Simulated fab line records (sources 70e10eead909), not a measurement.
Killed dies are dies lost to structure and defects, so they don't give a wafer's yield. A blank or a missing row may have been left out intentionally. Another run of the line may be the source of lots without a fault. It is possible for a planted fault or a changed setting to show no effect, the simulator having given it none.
The tool behind it: which one? :: flow nand-harc :: 36 wafers from 12 lots sampled at 3 of the route's 1302 steps

WHAT EACH GAUGE READ, for each wafer
NHARC_P_GATE_CD_MEAS_33.
lot: L075
measured: day 5 16:37
on: cd-sem-03
cd-nm (nm): 124.1 118.4 122.3

lot: L077
measured: day 6 07:35
on: cd-sem-01
cd-nm (nm): 123.9 123.2 117.4

lot: L079
measured: day 7 02:51
on: cd-sem-03
cd-nm (nm): 118.4 120.8 118.9

lot: L081
measured: day 7 21:45
on: cd-sem-02
cd-nm (nm): 124.0 124.2 120.1

lot: L083
measured: day 9 00:20
on: cd-sem-02
cd-nm (nm): 115.1 119.0 120.5

lot: L085
measured: day 9 18:24
on: cd-sem-03
cd-nm (nm): 122.3 126.8 123.2

lot: L087
measured: day 10 09:27
on: cd-sem-02
cd-nm (nm): 121.2 120.6 119.7

lot: L089
measured: day 11 11:19
on: cd-sem-03
cd-nm (nm): 124.0 121.7 125.6

lot: L091
measured: day 12 13:08
on: cd-sem-03
cd-nm (nm): 120.7 121.3 117.9

lot: L093
measured: day 13 00:37
on: cd-sem-01
cd-nm (nm): 118.7 117.2 118.9

lot: L095
measured: day 13 15:49
on: cd-sem-01
cd-nm (nm): 118.6 120.7 120.7

lot: L097
measured: day 14 11:43
on: cd-sem-01
cd-nm (nm): 117.6 120.6 122.9

EACH LOT AND THE TOOL THAT RAN IT (in order: tool; ch and the chambers of the sampled wafers; start)
lot: L075
NHARC_P_ZERO_WELL_DESCUM_54: rie-diel-02 ch 0,1,2, day 2 12:06
NHARC_P_GATE_ETCH_32: rie-si-02 ch 0,1, day 5 16:17

lot: L077
NHARC_P_ZERO_WELL_DESCUM_54: rie-diel-10 ch 0,1,3, day 3 08:10
NHARC_P_GATE_ETCH_32: rie-si-02 ch 1,2,3, day 6 07:17

lot: L079
NHARC_P_ZERO_WELL_DESCUM_54: rie-diel-10 ch 0,2,3, day 4 03:56
NHARC_P_GATE_ETCH_32: rie-si-02 ch 0,2, day 7 02:31

lot: L081
NHARC_P_ZERO_WELL_DESCUM_54: rie-diel-07 ch 0,1, day 5 00:05
NHARC_P_GATE_ETCH_32: rie-si-05 ch 2,3, day 7 21:25

lot: L083
NHARC_P_ZERO_WELL_DESCUM_54: rie-diel-02 ch 0,2,3, day 5 20:01
NHARC_P_GATE_ETCH_32: rie-si-04 ch 1,2,3, day 9 00:00

lot: L085
NHARC_P_ZERO_WELL_DESCUM_54: rie-diel-10 ch 0,1,3, day 6 16:00
NHARC_P_GATE_ETCH_32: rie-si-05 ch 0,1,3, day 9 18:05

lot: L087
NHARC_P_ZERO_WELL_DESCUM_54: rie-diel-10 ch 0,1, day 7 12:00
NHARC_P_GATE_ETCH_32: rie-si-02 ch 0,1,2, day 10 09:07

lot: L089
NHARC_P_ZERO_WELL_DESCUM_54: rie-diel-07 ch 0,3, day 8 07:55
NHARC_P_GATE_ETCH_32: rie-si-05 ch 0,1,3, day 11 10:58

lot: L091
NHARC_P_ZERO_WELL_DESCUM_54: rie-diel-10 ch 0,1,3, day 9 04:21
NHARC_P_GATE_ETCH_32: rie-si-02 ch 0,1,2, day 12 12:48

lot: L093
NHARC_P_ZERO_WELL_DESCUM_54: rie-diel-02 ch 0,1,2, day 10 00:13
NHARC_P_GATE_ETCH_32: rie-si-02 ch 0,1,2, day 13 00:18

lot: L095
NHARC_P_ZERO_WELL_DESCUM_54: rie-diel-10 ch 1,2, day 10 19:50
NHARC_P_GATE_ETCH_32: rie-si-04 ch 0,1,3, day 13 15:28

lot: L097
NHARC_P_ZERO_WELL_DESCUM_54: rie-diel-10 ch 0,1,2, day 11 16:01
NHARC_P_GATE_ETCH_32: rie-si-04 ch 0,3, day 14 11:24
- NHARC_P_ZERO_WELL_DESCUM_54: chemistry O2, time 3 s.
- NHARC_P_GATE_ETCH_32: etches the open film in HBr/Cl2, target depth 150 nm, time 100.1 s.

THE ANSWER, worked out from the rows above alone
Rule: usual is defined by the lots themselves. The widest of any qualifying gaps counts: lots, ordered by their means at a reading, are off when they make up no more than a third of the lots, leave a main group of 4 or more, and stand apart from it by 3 or more times the standard deviation of that group's means. The tables above print the reading to a certain number of digits; a main group whose means all agree to those digits is not used. A lot without any number at a reading at which 4 lots or more have one is off too. All remaining lots with rows at the step are treated as sound.
None of the lots is off at any reading shown; this tells nothing.

WHAT THE SIMULATOR HAD INSERTED
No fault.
